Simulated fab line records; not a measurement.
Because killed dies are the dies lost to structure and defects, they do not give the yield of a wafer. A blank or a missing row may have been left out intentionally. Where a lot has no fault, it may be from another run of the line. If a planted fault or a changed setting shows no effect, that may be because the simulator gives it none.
fab line records -- flow nand_harc
[record] lots = 5, wafers = 15, last_day = 23
route steps=1159 shown P_ZERO_WELL@44
lots with no fault: from the same line, run without faults
start_h: hours from the record's first day to the start of the lot's first wafer shown -- wait_h: hours elapsed since this lot's preceding step -- " as in the row above -- L1.1+2: a row that stands for several wafers -- - value missing, or start not given -- * or withheld: withheld -- < > ~ a bound
route shown NAME@n: a module of which the file shows steps, and the number in the route of the first -- usual: mean and standard deviation over wafers with no fault -- same: alike in all rows -- chamber/n: place in a boat -- sites: per-site readings -- _std_site: their standard deviation -- _edge_site: outer sites' mean less inner sites' -- radius_mm: how far each site lies from the wafer's centre -- mask NAME#n: copy n -- behind: tool/chamber where the wafer was last shaped -- hold: why the lot was held/for how many hours/how that ended -- device: the transistor (n, p or np) that didn't switch -- end of line: at the end of the route, the tests of the same wafers -- a step without rows: its recipe alone -- killed: at the first sort, the dies lost to defects and structure; wafer yield is something else -- map: dies across one wafer; x = killed, . = not, _ = none there
set.NAME: the setting the step ran with; set.NAME@STEP: the setting that earlier step ran with -- model.NAME: the simulator's own value behind a step, which no gauge read
certain route steps with their lots: each step a table, each wafer a row
services: when a tool's chamber went out of use (start_h, in hours from the record's first day, below 0 if earlier), for how many hours, and the reason
[[steps]]
[step NHARC_P_ZERO_WELL_CD_MEAS_37]
[recipe] target_cd_nm = 720, landing_energy_ev = 500
[usual] cd_nm = 718.5/1.9
lot.wafer,tool,chamber,start_h,wait_h,cd_nm
L777.2,cd_sem-01,0,22.03,-,720.0
L777.3,cd_sem-01,0,22.03,-,720.9
L777.5,cd_sem-01,0,22.03,-,718.8
L781.1,cd_sem-02,0,46.24,-,717.4
L781.4,cd_sem-02,0,46.24,-,720.6
L781.5,cd_sem-02,0,46.24,-,719.2
L790.2,cd_sem-03,0,99.96,-,719.8
L790.3,cd_sem-03,0,99.96,-,717.5
L790.4,cd_sem-03,0,99.96,-,721.7
L791.1,cd_sem-03,0,106.11,-,718.8
L791.3,cd_sem-03,0,106.11,-,720.5
L791.4,cd_sem-03,0,106.11,-,718.0
L792.3,cd_sem-02,0,112.02,-,717.2
L792.4,cd_sem-02,0,112.02,-,717.7
L792.5,cd_sem-02,0,112.02,-,720.2
[step NHARC_P_ZERO_WELL_HARDBAKE_38]
[recipe] temp_c = 125, time_s = 80
[step NHARC_P_ZERO_WELL_DESCUM_39]
[recipe] time_s = 3, o2_flow_sccm = 200, ar_flow_sccm = 0, bias_power_w = 0, chemistry = O2
[usual] drypump_motor_current_A = 5.7/0.47, oes_product_au = 0.995/0.016, rf_vpp_V = 57.8/0.88, showerhead_plenum_p_Torr = 1.95/0.077, throttle_valve_pct = 11.312/0.0096
[same] bias_power_w = 0
lot.wafer,tool,chamber,start_h,wait_h,drypump_motor_current_A,oes_product_au,rf_hours_counter_h,rf_vpp_V,showerhead_plenum_p_Torr,throttle_valve_pct
L777.2,rie_diel-03,2,22.20,-,5.5,0.976,11,57.1,1.88,11.306
L777.3,rie_diel-03,0,22.20,-,6.1,0.996,10,59.5,1.99,11.311
L777.5,rie_diel-03,0,22.20,-,6.1,0.992,-,58.2,1.99,11.307
L781.4,rie_diel-01,1,46.41,-,5.6,1.008,8,58.1,1.92,11.328
L781.1,rie_diel-01,2,46.41,-,5.7,1.031,8,57.4,1.91,11.320
L781.5,rie_diel-01,1,46.41,-,5.6,1.007,-,57.6,1.92,11.321
L790.4,rie_diel-03,2,100.12,-,5.5,0.968,2,56.9,1.88,11.305
L790.2,rie_diel-03,0,100.12,-,6.1,0.966,3,58.7,1.99,11.306
L790.3,rie_diel-03,1,100.12,-,4.7,0.997,3,58.4,2.05,11.323
L791.3,rie_diel-03,2,106.27,-,5.5,0.980,3,57.5,1.87,11.326
L791.1,rie_diel-03,3,106.27,-,5.8,0.990,4,56.9,1.83,11.300
L791.4,rie_diel-03,1,106.27,-,4.7,0.993,4,57.7,2.05,11.289
L792.3,rie_diel-01,3,112.17,-,5.8,0.960,10,58.0,1.91,11.305
L792.4,rie_diel-01,0,112.17,-,6.4,0.987,11,57.6,2.06,11.317
L792.5,rie_diel-01,3,112.17,-,5.8,0.974,-,59.8,1.91,11.307
[step NHARC_P_ZERO_WELL_IMPLANT_40]
[recipe] energy_kev = 300, dose_cm2 = 1e+13, tilt_deg = 7
[step NHARC_P_ZERO_WELL_IMPLANT_59]
[recipe] energy_kev = 120, dose_cm2 = 5e+12, tilt_deg = 7
[step NHARC_P_ZERO_WELL_IMPLANT_60]
[recipe] energy_kev = 30, dose_cm2 = 2e+12, tilt_deg = 7
[step NHARC_P_ZERO_WELL_STRIP_41]
[recipe] time_s = 840, temp_c = 130, chemistry = SPM
[step NHARC_P_ZERO_WELL_DEHYDRATE_44]
[recipe] temp_c = 150, time_s = 120
[step NHARC_P_ZERO_WELL_HMDS_45]
[recipe] time_s = 30
[step NHARC_P_ZERO_WELL_COAT_46]
[recipe] spin_rpm = withheld
[step NHARC_P_ZERO_WELL_SOFTBAKE_47]
[recipe] temp_c = 122, time_s = 95
[step NHARC_P_ZERO_WELL_EBR_48]
[step NHARC_P_ZERO_WELL_EXPOSE_49]
[recipe] na = 0.6, target_cd_nm = 2000, dose_mj = 22.64, mask_id = P_HVPW
[usual] focus_offset_nm = -0.1/0.45
lot.wafer,tool,chamber,start_h,wait_h,mask,focus_offset_nm
L777.2,krf_scanner-03,0,23.55,-,P_HVPW#0,-0.6
L777.3,krf_scanner-03,0,23.55,-,P_HVPW#0,-0.2
L777.5,krf_scanner-03,0,23.55,-,P_HVPW#0,0.2
L781.1,krf_scanner-04,0,47.59,-,P_HVPW#0,-0.3
L781.4,krf_scanner-04,0,47.59,-,P_HVPW#0,-0.2
L781.5,krf_scanner-04,0,47.59,-,P_HVPW#0,0.3
L790.2,krf_scanner-03,0,101.45,-,P_NWELL#0,0.5
L790.3,krf_scanner-03,0,101.45,-,P_NWELL#0,0.8
L790.4,krf_scanner-03,0,101.45,-,P_NWELL#0,0.2
L791.1,krf_scanner-02,0,107.61,-,P_HVPW#0,0.7
L791.3,krf_scanner-02,0,107.61,-,P_HVPW#0,-0.8
L791.4,krf_scanner-02,0,107.61,-,P_HVPW#0,0.4
L792.3,krf_scanner-04,0,113.52,-,P_HVPW#0,-0.7
L792.4,krf_scanner-04,0,113.52,-,P_HVPW#0,-0.4
L792.5,krf_scanner-04,0,113.52,-,P_HVPW#0,0.3
[step NHARC_P_ZERO_WELL_PEB_50]
[recipe] peb_temp_c = 118, peb_time_s = 85
[step NHARC_P_ZERO_WELL_DEVELOP_51]
[recipe] time_s = 70
[step NHARC_P_ZERO_WELL_CD_MEAS_52]
[recipe] target_cd_nm = 2000, landing_energy_ev = 500
[usual] cd_nm = 1998.3/2.2
lot.wafer,tool,chamber,start_h,wait_h,cd_nm
L777.2,cd_sem-02,0,23.71,-,1996.2
L777.3,cd_sem-02,0,23.71,-,1996.4
L777.5,cd_sem-02,0,23.71,-,1996.8
L781.1,cd_sem-01,0,47.75,-,1997.9
L781.4,cd_sem-01,0,47.75,-,1997.8
L781.5,cd_sem-01,0,47.75,-,1995.5
L790.2,cd_sem-03,0,101.60,-,-
L790.3,cd_sem-03,0,101.60,-,-
L790.4,cd_sem-03,0,101.60,-,-
L791.1,cd_sem-03,0,107.77,-,1997.0
L791.3,cd_sem-03,0,107.77,-,1997.6
L791.4,cd_sem-03,0,107.77,-,1996.5
L792.3,cd_sem-03,0,113.67,-,2001.0
L792.4,cd_sem-03,0,113.67,-,1995.2
L792.5,cd_sem-03,0,113.67,-,1999.3
[step NHARC_P_ZERO_WELL_HARDBAKE_53]
[recipe] temp_c = 125, time_s = 80
[[services]]
tool,chamber,start_h,hours,kind
krf_scanner-04,-,0.82,3.7,repair
rie_diel-03,0,17.30,-,clean
rie_diel-03,1,17.30,-,clean
rie_diel-03,2,17.30,-,clean
rie_diel-03,3,17.30,-,clean
rie_diel-03,3,22.19,6.4,repair
krf_scanner-02,-,38.00,4.0,pm
rie_diel-03,-,38.30,9.0,pm
rie_diel-03,0,38.30,9.0,vent_cycle
rie_diel-03,1,38.30,9.0,vent_cycle
rie_diel-03,2,38.30,9.0,vent_cycle
rie_diel-03,3,38.30,9.0,vent_cycle
rie_diel-03,0,47.30,-,clean
rie_diel-03,1,47.30,-,clean
rie_diel-03,2,47.30,-,clean
rie_diel-03,3,47.30,-,clean
krf_scanner-04,-,55.84,18.1,repair
rie_diel-01,1,71.18,3.9,repair
rie_diel-03,0,71.80,-,clean
rie_diel-03,1,71.80,-,clean
rie_diel-03,2,71.80,-,clean
rie_diel-03,3,71.80,-,clean
rie_diel-03,2,86.17,4.3,repair
rie_diel-01,1,91.48,2.3,repair
[[key]]
[first_sign] step = NHARC_P_ZERO_WELL_EXPOSE_49, reading = mask, direction = changed
[effect] step = NHARC_P_ZERO_WELL_CD_MEAS_52, reading = cd_nm, direction = missing
met_at NHARC_P_ZERO_WELL_EXPOSE_49
struck_wafers L790.2,L790.3,L790.4
later_rows_left_out L790.2,L790.3,L790.4
sort_left_out L790.2,L790.3,L790.4
tester_left_out L790
onset_between 23.55 101.45
[fault] kind = wrong_mask, tool = any, chamber = -, onset_h = 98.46, steps = NHARC_P_ZERO_WELL_EXPOSE_49, aux_copy = P_NWELL#0, scope = struck_lots_only
// tester_left_out: of these lots the tester's yield and bins aren't shown, on N5 and GAA mostly nor the transistor test; their killed dies are dies lost to structure and defects alone, not to doping, threshold or leakage, so they don't give the yield
// sort_left_out: the simulated sort isn't trusted on such a fault, so these wafers' sort isn't shown, and their yield isn't known
// later_rows_left_out: the simulator's readings of these wafers behind a module that went badly wrong aren't trusted and aren't shown, but for the sort
